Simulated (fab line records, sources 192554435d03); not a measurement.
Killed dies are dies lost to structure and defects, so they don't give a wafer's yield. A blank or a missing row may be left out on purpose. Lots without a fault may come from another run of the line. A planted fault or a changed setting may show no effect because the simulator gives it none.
fab line records | flow n5_finfet
record lots=4 wafers=10 last_day=19
route steps=1938 shown PMOS_HMC_CHANNEL_EPI@87 FIN_SAQP@90 BEOL_M4@1111
lots that met no fault: from a run of the same line without faults
start_h: hours from the record's first day to the start of the lot's first wafer shown | wait_h: hours since the lot's step before | " the same as in the row above | L1.1+2: a row that stands for several wafers | - no value, or no start given | * or withheld: withheld | < > ~ a bound
route shown NAME@n: a module of which the file shows steps, and the number in the route of the first | usual: mean/standard deviation of fault-free wafers | same: alike in all rows | chamber/n: place in a boat | sites: the reading at each site | _std_site: their standard deviation | _edge_site: outer sites' mean less inner sites' | radius_mm: how far each site lies from the wafer's centre | mask NAME#n: copy n | behind: the tool/chamber that last shaped the wafer | hold: why the lot was held/for how many hours/how that ended | device: the transistor (n, p or np) that didn't switch | end of line: the same wafers' tests at the end of the route | a step without rows: its recipe alone | killed: dies lost to structure and defects at the first sort, not the wafer's yield | map: a wafer's dies, x killed, . not, _ none there
set.NAME: the setting as run; set.NAME@STEP: as run at that earlier step | model.NAME: the simulator's own value behind a step, which no gauge read
lots at some steps of the route; a table a step, a row a wafer
services: from which hour (start_h, from the record's first day; less than 0 if before it) a tool's chamber was out of use, for how many hours, and why
## steps
# step N5_PMOS_HMC_CHANNEL_EPI_EPI_26
# recipe material=Si target_thk_a=38 temp_c=650 precursor=SiH4/H2 pressure_torr=20 time_s=22.7
# step N5_FIN_SAQP_PRECLEAN_42
# recipe chemistry=O3/DIW time_s=60 temp_c=22 o3_ppm=10
# step N5_FIN_SAQP_PRECLEAN_00
# recipe chemistry=SC1 time_s=60 temp_c=55 mix=1:2:50
# step N5_FIN_SAQP_PRECLEAN_44
# recipe chemistry=SC2 time_s=45 temp_c=35 mix=1:1:50
# step N5_FIN_SAQP_SRD_01
# recipe dry=ipa_marangoni time_s=30 temp_c=23 rinse_liquid=diw
# step N5_FIN_SAQP_ALD_61
# recipe material=SiO2 target_thk_a=40 temp_c=300 ald_precursor_family=BDEAS ald_co_reactant=O2-plasma pulse_time_s=1 purge_time_s=2 co_reactant_purge_time_s=2 ald_cycles=43 pressure_torr=2
# step N5_FIN_SAQP_DENSIFY_62
# recipe temp_c=700 time_s=60 ambient=N2 idle_temp_c=600 ramp_up_c_per_s=150 ramp_down_c_per_s=60 cool_to_c=600
# step N5_FIN_SAQP_HM_DEP_03
# recipe material=SiNx target_thk_a=380 temp_c=400 precursor=SiH4/NH3/N2 pressure_torr=1.5 rf_w=300 time_s=33.6
# step N5_FIN_SAQP_PECVD_47
# recipe material=a-Si target_thk_a=450 temp_c=400 precursor=SiH4/He pressure_torr=3 rf_w=100 time_s=36.3
# step N5_FIN_SAQP_PECVD_48
# recipe material=SiNx target_thk_a=250 temp_c=400 precursor=SiH4/NH3/N2 pressure_torr=1.5 rf_w=300 time_s=22.1
# usual heater_power_w=766/100 showerhead_plenum_p_Torr=5.17/0.047 throttle_valve_pct=39.7/1.8
# columns lot.wafer tool chamber start_h wait_h heater_power_w showerhead_plenum_p_Torr throttle_valve_pct model.SiNx_of_FIN_SAQP_PECVD_48.thk_nm
L625.1 pecvd-01 2 63.64 0.0 834 5.25 35.4 24.93
L625.2 " 0 " " 1022 5.21 40.7 24.57
L625.4 " 1 " " 757 5.15 40.4 24.99
L632.1 pecvd-01 2 105.66 0.0 845 5.25 35.6 22.41
L632.6 " 2 " " 822 5.26 35.6 22.7
L635.3 pecvd-01 2 124.49 0.0 857 5.24 35.7 25.18
L635.6 " 1 " " 666 5.18 40.4 22.33
L640.1 pecvd-03 2 153.81 0.0 696 5.13 41.2 24.07
L640.4 " 0 " " 681 5.14 40.3 24.68
L640.5 " 2 " " 687 5.12 41.2 24.24
# step N5_FIN_SAQP_PECVD_06
# recipe material=a-Si target_thk_a=600 temp_c=400 precursor=SiH4/He pressure_torr=3 rf_w=100 time_s=48.1
# step N5_FIN_SAQP_HM_DEP_72
# recipe material=SiO2 target_thk_a=120 temp_c=400 precursor=SiH4/N2O pressure_torr=0.75 rf_w=275 time_s=7.2
# step N5_FIN_SAQP_COAT_49
# recipe resist=SOC temp_c=250 time_s=60 spin_rpm=1500 resist_thk_nm=100
# step N5_FIN_SAQP_COAT_50
# recipe resist=SiARC temp_c=220 time_s=60 spin_rpm=1500 resist_thk_nm=35
# step N5_FIN_SAQP_COAT_10
# recipe resist=CAR-ArF spin_rpm=1500 resist_thk_nm=90
# step N5_FIN_SAQP_EBR_12
# recipe solvent=PGMEA ebr_width_mm=1.5
# step N5_FIN_SAQP_SOFTBAKE_11
# recipe temp_c=110 time_s=60 resist=CAR-ArF
# step N5_FIN_SAQP_EXPOSE_13
# recipe mask_id=FIN_CORE na=1.35 source_shape=dipole sigma_inner=0.538 sigma_outer=0.738 polarization=te target_cd_nm=35.6 dose_mj=63.25
# step N5_FIN_SAQP_PEB_14
# recipe peb_temp_c=withheld peb_time_s=60 resist=CAR-ArF
# step N5_FIN_SAQP_DEVELOP_15
# recipe develop_time_s=30 developer=TMAH resist=CAR-ArF dev_temp_c=23 rinse_liquid=diw dry=air_spin
# step N5_FIN_SAQP_DESCUM_21
# recipe chemistry=O2 time_s=7.9 source_power_w=50 bias_power_w=20 pressure_mtorr=20 rf_frequency_hz=2.712e+07 temp_c=40 resist=CAR-ArF o2_flow_sccm=225
# step N5_FIN_SAQP_ETCH_51
# recipe chemistry=CF4 target=SiARC target_depth_a=455 mask_material=CAR-ArF time_s=75.8 ion_energy_ev=80 pressure_mtorr=40 source_w=545 bias_w=36 Ar_flow_sccm=100 cf4_flow_sccm=100 ends=cleared
# step N5_FIN_SAQP_ETCH_52
# recipe chemistry=N2/H2 target=SOC target_depth_a=1000 overetch_a=200 mask_material=SiARC temp_c=40 time_s=150 ion_energy_ev=200 pressure_mtorr=30 source_w=840 bias_w=150 n2_flow_sccm=200 h2_flow_sccm=200 ends=end_point
# step N5_FIN_SAQP_STRIP_53
# recipe chemistry=N2/H2 temp_c=40 n2_flow_sccm=200 h2_flow_sccm=200 rf_frequency_hz=6e+07
# step N5_FIN_SAQP_HM_OPEN_73
# recipe chemistry=CHF3/O2 target=SiO2 stop_on=a-Si target_depth_a=120 over_etch_frac=1.8 mask_material=SOC time_s=16.8 pressure_mtorr=30 source_w=650 bias_w=170 Ar_flow_sccm=200 CHF3_flow_sccm=50 O2_flow_sccm=5 ion_energy_ev=200 ends=end_point
# step N5_FIN_SAQP_STRIP_74
# recipe chemistry=CHF3/O2 resist=SiARC rf_frequency_hz=6e+07
# step N5_FIN_SAQP_MANDREL_ETCH_22
# recipe target_depth_a=600 chemistry=HBr/Cl2 target=a-Si stop_on=SiNx bt_time_s=10 over_etch_frac=0.5 time_s=30 pressure_mtorr=10 icp_w=800 bias_w=75 HBr_flow_sccm=150 Cl2_flow_sccm=80 ends=end_point
# step N5_FIN_SAQP_STRIP_55
# recipe chemistry=N2/H2 power_w=500 temp_c=40 pressure_mtorr=50 rf_frequency_hz=6e+07 overash_fraction=0.3 bias_power_w=28 h2_frac=0.5 n2_flow_sccm=300 h2_flow_sccm=300
# step N5_FIN_SAQP_STRIP_23
# recipe chemistry=SPM time_s=750 temp_c=130 h2so4_h2o2_vol_ratio=4
# step N5_FIN_SAQP_SRD_66
# recipe dry=ipa_marangoni time_s=30 temp_c=23 rinse_liquid=diw
# step N5_FIN_SAQP_RECESS_75
# recipe chemistry=HF/NH3 target=SiO2 target_depth_a=144 afs_cycles=3 temp_c=30 sublimation_temp_c=180 sublimation_time_s=60
# step N5_FIN_SAQP_SPACER1_ALD_24
# recipe material=SiO2 target_thk_a=203 temp_c=300 ald_precursor_family=BDEAS ald_co_reactant=O2-plasma pulse_time_s=1 purge_time_s=2 co_reactant_purge_time_s=2 ald_cycles=218 pressure_torr=2
# step N5_FIN_SAQP_SPACER1_ETCHBACK_25
# recipe chemistry=CHF3/O2 mode=anisotropic_etchback target=SiO2 target_depth_a=244 time_s=12.2 pressure_mtorr=30 source_w=650 bias_w=170 Ar_flow_sccm=200 CHF3_flow_sccm=50 O2_flow_sccm=5 ion_energy_ev=200
# step N5_FIN_SAQP_MANDREL1_REMOVE_56
# recipe chemistry=HBr/Cl2/O2 bt_time_s=10 target=a-Si stop_on=SiNx endpoint=OES-SiCl over_etch_frac=1 icp_w=600 bias_w=22 HBr_flow_sccm=150 Cl2_flow_sccm=80 O2_flow_sccm=5 pressure_mtorr=10
# step N5_FIN_SAQP_ETCH_57
# recipe chemistry=CH3F/O2 target=SiNx mask_material=SiO2 target_depth_a=325 time_s=46.4 pressure_mtorr=30 source_w=395 bias_w=73 Ar_flow_sccm=150 CH3F_flow_sccm=30 O2_flow_sccm=20 ion_energy_ev=120 ends=cleared
# usual drypump_motor_current_A=5.8/0.42 etch_rf_on_time_s=46.3/1.3 oes_f_703_au=0.75/0.063 oes_product_au=0.65/0.052 rf_vpp_V=299/5.4 showerhead_plenum_p_Torr=2.01/0.077 throttle_valve_pct=16.37/0.25
# columns lot.wafer tool chamber start_h wait_h drypump_motor_current_A etch_rf_on_time_s oes_f_703_au oes_product_au rf_hours_counter_h rf_vpp_V showerhead_plenum_p_Torr throttle_valve_pct model.etch.depth_nm
L625.1 rie_diel-04 3 66.76 0.0 5.7 47.0 0.73 0.62 170 298 2.08 16.67 24.93
L625.2 " 0 " " 5.6 45.3 0.83 0.72 41 288 1.95 15.89 24.33
L625.4 " 1 " " 5.3 47.6 0.71 0.63 175 301 2.09 16.73 24.99
L632.1 rie_diel-05 2 108.58 0.1 5.5 42.0 0.74 0.63 173 299 2.07 16.14 22.41
L632.6 " 2 " " 5.5 42.2 0.74 0.63 - 300 2.07 16.12 22.7
L635.3 rie_diel-02 1 127.51 0.0 5.8 48.3 0.71 0.61 185 295 2.06 16.47 25.18
L635.6 " 2 " " 6.4 40.2 0.86 0.73 - 307 2.12 16.22 22.09
L640.1 rie_diel-02 1 157.10 0.1 5.8 45.8 0.70 0.62 193 295 2.06 16.50 24.07
L640.4 " 2 " " 6.4 44.0 0.86 0.73 59 307 2.12 16.24 24.44
L640.5 " 0 " " 5.8 46.1 0.69 0.59 - 298 1.89 16.37 24.24
# step N5_BEOL_M4_RC_MEAS_101
# usual DIBL_N=36.6/1.9 DIBL_P=36.7/2.2 IOFF_N=0.16/0.035 IOFF_P=0.22/0.038 ION_N=672/14 ION_P=462/8.3 SS_N=71.6/0.65 SS_P=73.5/0.72 VT_N=250/3.5 VT_P=-250/3.1
# columns lot.wafer tool chamber start_h wait_h DIBL_N[mV/V] DIBL_P[mV/V] IOFF_N[nA/um] IOFF_P[nA/um] ION_N[uA/um] ION_P[uA/um] SS_N[mV/dec] SS_P[mV/dec] VT_N[mV] VT_P[mV]
L625.1 prober-01 0 236.85 0.0 38.4 38.8 0.20 0.22 678 456 72.8 73.3 245 -251
L625.2 " 0 " " 39.2 40.2 0.22 0.25 703 469 71.9 73.7 246 -251
L625.4 " 0 " " 40.0 40.8 0.23 0.26 682 458 73.2 74.5 245 -248
L632.1 prober-02 0 279.58 0.0 35.7 36.3 0.14 0.20 675 469 72.0 73.0 254 -251
L632.6 " 0 " " 37.5 39.4 0.17 0.24 663 452 71.9 74.2 250 -249
L635.3 prober-02 0 293.45 0.3 35.8 37.5 0.17 0.23 675 468 71.0 73.6 252 -250
L635.6 " 0 " " 37.3 38.7 0.21 0.25 683 468 72.3 74.0 245 -246
L640.1 prober-02 0 319.66 0.0 36.6 36.0 0.16 0.23 682 472 71.7 72.4 248 -246
L640.4 " 0 " " 36.7 35.6 0.17 0.23 688 464 71.3 73.1 247 -248
L640.5 " 0 " " 37.7 38.1 0.19 0.28 692 478 71.9 73.1 246 -244
## services
# columns tool chamber start_h hours kind
rie_diel-05 3 48.03 14.3 repair
pecvd-01 - 56.99 1.0 repair
rie_diel-02 1 58.16 9.7 repair
rie_diel-05 - 70.86 2.8 pm
pecvd-01 1 97.51 5.5 scheduled_down
rie_diel-05 - 117.75 0.6 repair
pecvd-01 0 118.56 17.8 repair
rie_diel-05 - 126.84 0.3 repair
pecvd-03 2 135.26 2.1 scheduled_down
rie_diel-04 0 146.11 2.5 repair
## key
first_sign step=N5_FIN_SAQP_ETCH_57 reading=etch_rf_on_time_s direction=down sigmas=3.9 usual=* struck=*
effect none on later readings
model_effect step=N5_FIN_SAQP_PECVD_48 value=SiNx_of_FIN_SAQP_PECVD_48.thk_nm without=25.08 struck=22.48
model_effect step=N5_FIN_SAQP_ETCH_57 value=etch.depth_nm without=25 struck=22.4
met_at N5_FIN_SAQP_PECVD_48
struck_wafers L632.1,L632.6,L635.6
onset_between 63.64 105.66
fault kind=process_parameter_drift tool=pecvd-01 chamber=- onset_h=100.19 steps=N5_FIN_SAQP_PECVD_48 channel=time_s offset=* shape=step end_h=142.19 scope=struck_wafers_only acts_in=* stated=*
